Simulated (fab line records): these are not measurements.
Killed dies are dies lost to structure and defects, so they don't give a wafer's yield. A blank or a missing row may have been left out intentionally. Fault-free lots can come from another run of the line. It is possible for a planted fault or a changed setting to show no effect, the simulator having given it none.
Matching of chambers | flow n5Finfet | 3 sister chambers for N5_BEOL_M10_ILD_DEP_00 on pecvd-02
The step deposits SiCOH lowk from DEMS/porogen, target thk 308.51 nm, time 58 s. 18 wafers are shown with their chamber, then 9 later ones without.

== WAFERS, EACH WITH ITS CHAMBER ==
wafer  | chamber | heaterPowerW (W) | throttleValvePct (%) | showerheadPlenumPTorr (Torr)
L080.1 | 2       | 336              | 13.3                 | 5.746
L080.3 | 1       | 251              | 14.3                 | 5.716
L080.6 | 0       | 374              | 13.5                 | 5.741
L085.1 | 2       | 277              | 13.1                 | 5.736
L085.2 | 1       | 219              | 14.3                 | 5.722
L085.6 | 1       | 229              | 14.0                 | 5.742
L087.3 | 2       | 304              | 13.2                 | 5.748
L087.5 | 1       | 223              | 13.7                 | 5.720
L087.6 | 0       | 326              | 13.1                 | 5.739
L090.2 | 1       | 242              | 14.6                 | 5.739
L090.3 | 2       | 284              | 13.1                 | 5.739
L090.4 | 2       | 285              | 13.1                 | 5.733
L088.1 | 2       | 341              | 13.7                 | 5.741
L088.2 | 0       | 318              | 13.3                 | 5.745
L088.5 | 2       | 353              | 13.2                 | 5.748
L093.1 | 0       | 329              | 13.3                 | 5.745
L093.4 | 0       | 344              | 13.1                 | 5.747
L093.5 | 2       | 349              | 13.7                 | 5.759

SIGNATURES (means of the wafers above)
reading               | chamber 0 | chamber 1 | chamber 2 | scatter within a chamber
heaterPowerW          | 338.20    | 232.80    | 316.12    | 25.6
throttleValvePct      | 13.260    | 14.180    | 13.300    | 0.263
showerheadPlenumPTorr | 5.74340   | 5.72780   | 5.74375   | 0.0085
Rule: a wafer's distance from a chamber is the root of the sum, over the readings, of the square of ((its reading less the chamber's mean) divided by the reading's scatter). If the next closest chamber is less than 2 further off than the closest, the wafer can't be placed; otherwise it belongs to the closest. The scatter is the square root of a quotient: the sum, over the shown wafers, of each reading's squared deviation from its chamber's mean, divided by wafers minus chambers.

== WAFERS WITH NO CHAMBER GIVEN ==
wafer  | heaterPowerW (W) | throttleValvePct (%) | showerheadPlenumPTorr (Torr)
L095.2 | 286              | 13.3                 | 5.746
L095.3 | 220              | 14.4                 | 5.730
L095.5 | 286              | 13.2                 | 5.726
L096.1 | 387              | 13.0                 | 5.737
L096.3 | 313              | 13.6                 | 5.736
L096.5 | 331              | 13.6                 | 5.738
L097.1 | 234              | 13.8                 | 5.736
L097.2 | 299              | 13.4                 | 5.737
L097.3 | 306              | 13.3                 | 5.751

== WHICH CHAMBER EACH ONE RAN IN ==
wafer  | from the rows above          | in truth
L095.2 | can't be placed: 2 or 0      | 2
L095.3 | 1                            | 1
L095.5 | can't be placed: 2 or 0 or 1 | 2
L096.1 | can't be placed: 0 or 2      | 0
L096.3 | can't be placed: 2 or 0      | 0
L096.5 | can't be placed: 2 or 0      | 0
L097.1 | 1                            | 1
L097.2 | can't be placed: 2 or 0      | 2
L097.3 | can't be placed: 2 or 0      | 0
Placed correctly: 2 of 9. Not placeable from these rows: 7 (in 7, the candidates include the true chamber). Placed wrongly: 0.
